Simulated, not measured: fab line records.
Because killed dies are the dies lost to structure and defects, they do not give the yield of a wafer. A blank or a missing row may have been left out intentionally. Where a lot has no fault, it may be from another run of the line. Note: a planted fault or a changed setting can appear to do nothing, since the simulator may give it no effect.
Chamber matching || flow n5Finfet || pecvd-01 running N5_BEOL_M10_PECVD_70: 3 sister chambers
The step deposits SiO2 from TEOS/O2, target thk 20 nm, time 22.7 s. 16 wafers are shown with their chamber, then 8 later ones without.

## WAFERS, EACH WITH ITS CHAMBER
{"wafer": "L558.2", "chamber": 1, "showerheadPlenumPTorr (Torr)": 8.72, "showerheadVppV (V)": 1280, "throttleValvePct (%)": 23.2}
{"wafer": "L558.4", "chamber": 0, "showerheadPlenumPTorr (Torr)": 8.88, "showerheadVppV (V)": 1332, "throttleValvePct (%)": 23.0}
{"wafer": "L558.6", "chamber": 2, "showerheadPlenumPTorr (Torr)": 8.76, "showerheadVppV (V)": 1340, "throttleValvePct (%)": 22.5}
{"wafer": "L560.1", "chamber": 1, "showerheadPlenumPTorr (Torr)": 8.71, "showerheadVppV (V)": 1267, "throttleValvePct (%)": 23.3}
{"wafer": "L560.3", "chamber": 2, "showerheadPlenumPTorr (Torr)": 8.73, "showerheadVppV (V)": 1386, "throttleValvePct (%)": 22.3}
{"wafer": "L560.6", "chamber": 1, "showerheadPlenumPTorr (Torr)": 8.73, "showerheadVppV (V)": 1280, "throttleValvePct (%)": 23.2}
{"wafer": "L564.2", "chamber": 1, "showerheadPlenumPTorr (Torr)": 8.73, "showerheadVppV (V)": 1276, "throttleValvePct (%)": 23.5}
{"wafer": "L564.3", "chamber": 2, "showerheadPlenumPTorr (Torr)": 8.74, "showerheadVppV (V)": 1353, "throttleValvePct (%)": 22.3}
{"wafer": "L564.5", "chamber": 0, "showerheadPlenumPTorr (Torr)": 8.86, "showerheadVppV (V)": 1344, "throttleValvePct (%)": 23.1}
{"wafer": "L557.1", "chamber": 0, "showerheadPlenumPTorr (Torr)": 8.87, "showerheadVppV (V)": 1322, "throttleValvePct (%)": 23.1}
{"wafer": "L557.5", "chamber": 0, "showerheadPlenumPTorr (Torr)": 8.84, "showerheadVppV (V)": 1336, "throttleValvePct (%)": 22.8}
{"wafer": "L557.6", "chamber": 2, "showerheadPlenumPTorr (Torr)": 8.75, "showerheadVppV (V)": 1369, "throttleValvePct (%)": 21.8}
{"wafer": "L566.1", "chamber": 2, "showerheadPlenumPTorr (Torr)": 8.75, "showerheadVppV (V)": 1339, "throttleValvePct (%)": 22.1}
{"wafer": "L566.2", "chamber": 0, "showerheadPlenumPTorr (Torr)": 8.87, "showerheadVppV (V)": 1316, "throttleValvePct (%)": 23.0}
{"wafer": "L566.4", "chamber": 2, "showerheadPlenumPTorr (Torr)": 8.74, "showerheadVppV (V)": 1361, "throttleValvePct (%)": 22.1}
{"wafer": "L568.2", "chamber": 0, "showerheadPlenumPTorr (Torr)": 8.87, "showerheadVppV (V)": 1329, "throttleValvePct (%)": 23.0}

SIGNATURES, as means of the wafers listed above
{"reading": "showerheadPlenumPTorr", "chamber 0": 8.8650, "chamber 1": 8.7225, "chamber 2": 8.7450, "scatter within a chamber": 0.0117}
{"reading": "showerheadVppV", "chamber 0": 1329.83, "chamber 1": 1275.75, "chamber 2": 1358.00, "scatter within a chamber": 13.1}
{"reading": "throttleValvePct", "chamber 0": 23.000, "chamber 1": 23.300, "chamber 2": 22.183, "scatter within a chamber": 0.177}
Rule: a wafer lies at a distance from a chamber equal to the root of the sum of squares, over the readings, of (its reading less the chamber's mean, divided by the reading's scatter). If the next closest chamber is less than 2 further off than the closest, the wafer can't be placed; otherwise it belongs to the closest. The scatter: take each reading less its chamber's mean, square it, sum over the shown wafers, divide by the number of wafers less the number of chambers, and take the root.

## WAFERS WHOSE CHAMBER IS MISSING
{"wafer": "L568.3", "showerheadPlenumPTorr (Torr)": 8.77, "showerheadVppV (V)": 1360, "throttleValvePct (%)": 22.2}
{"wafer": "L568.6", "showerheadPlenumPTorr (Torr)": 8.88, "showerheadVppV (V)": 1344, "throttleValvePct (%)": 22.9}
{"wafer": "L573.1", "showerheadPlenumPTorr (Torr)": 8.73, "showerheadVppV (V)": 1388, "throttleValvePct (%)": 22.5}
{"wafer": "L573.4", "showerheadPlenumPTorr (Torr)": 8.74, "showerheadVppV (V)": 1369, "throttleValvePct (%)": 22.5}
{"wafer": "L573.5", "showerheadPlenumPTorr (Torr)": 8.87, "showerheadVppV (V)": 1327, "throttleValvePct (%)": 22.9}
{"wafer": "L576.1", "showerheadPlenumPTorr (Torr)": 8.73, "showerheadVppV (V)": 1288, "throttleValvePct (%)": 23.2}
{"wafer": "L576.2", "showerheadPlenumPTorr (Torr)": 8.87, "showerheadVppV (V)": 1318, "throttleValvePct (%)": 22.9}
{"wafer": "L576.4", "showerheadPlenumPTorr (Torr)": 8.76, "showerheadVppV (V)": 1367, "throttleValvePct (%)": 22.5}

## WHICH CHAMBER EACH ONE RAN IN
{"wafer": "L568.3", "from the rows above": 2, "in truth": 2}
{"wafer": "L568.6", "from the rows above": 0, "in truth": 0}
{"wafer": "L573.1", "from the rows above": 2, "in truth": 2}
{"wafer": "L573.4", "from the rows above": 2, "in truth": 2}
{"wafer": "L573.5", "from the rows above": 0, "in truth": 0}
{"wafer": "L576.1", "from the rows above": 1, "in truth": 1}
{"wafer": "L576.2", "from the rows above": 0, "in truth": 0}
{"wafer": "L576.4", "from the rows above": 2, "in truth": 2}
Correct placement for 8 of the 8. Not placeable from these rows: 0. Placed wrongly: 0.
